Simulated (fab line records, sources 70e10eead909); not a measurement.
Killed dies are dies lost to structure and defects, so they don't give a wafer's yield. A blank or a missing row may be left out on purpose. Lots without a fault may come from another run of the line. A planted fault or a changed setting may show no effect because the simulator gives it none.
Chamber matching | flow nand_harc | NHARC_A_M1_DEP_33 on pecvd-01: 3 sister chambers
The step deposits SiCN, target thk 30 nm. 6 wafers are shown with their chamber, then 10 later ones without.

WAFERS WITH THEIR CHAMBER
wafer  | chamber | heater_power_w (W)
L086.5 | 2       | 594
L088.2 | 1       | 632
L088.4 | 1       | 624
L088.6 | 0       | 545
L093.1 | 0       | 575
L093.3 | 2       | 575

WAFERS WITHOUT THEIR CHAMBER
wafer  | heater_power_w (W)
L093.5 | 636
L094.2 | 562
L094.5 | 546
L094.6 | 634
L096.2 | 511
L096.5 | 495
L096.6 | 679
L097.2 | 614
L097.3 | 553
L097.6 | 625

WHICH CHAMBER EACH WENT THROUGH
wafer  | from the rows above     | in truth
L093.5 | 1                       | 1
L094.2 | can't be placed: 0 or 2 | 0
L094.5 | can't be placed: 0 or 2 | 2
L094.6 | 1                       | 1
L096.2 | can't be placed: 0 or 2 | 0
L096.5 | can't be placed: 0 or 2 | 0
L096.6 | 1                       | 1
L097.2 | can't be placed: 1 or 2 | 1
L097.3 | can't be placed: 0 or 2 | 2
L097.6 | 1                       | 1
Placed correctly: 4 of 10. Can't be placed from these rows: 6 (the true chamber is among the candidates in 6). Placed wrongly: 0.
How it was worked out, from the rows above alone: a wafer's distance from a chamber is the root of the sum, over the readings, of the square of ((its reading less the chamber's mean) divided by the reading's scatter). The wafer belongs to the nearest chamber; if the next one is less than 2 further off, it can't be placed. A chamber's mean is the mean of its shown wafers. The scatter: the root of (the sum of the squares of (reading less its chamber's mean) over the shown wafers, divided by (wafers less chambers)).
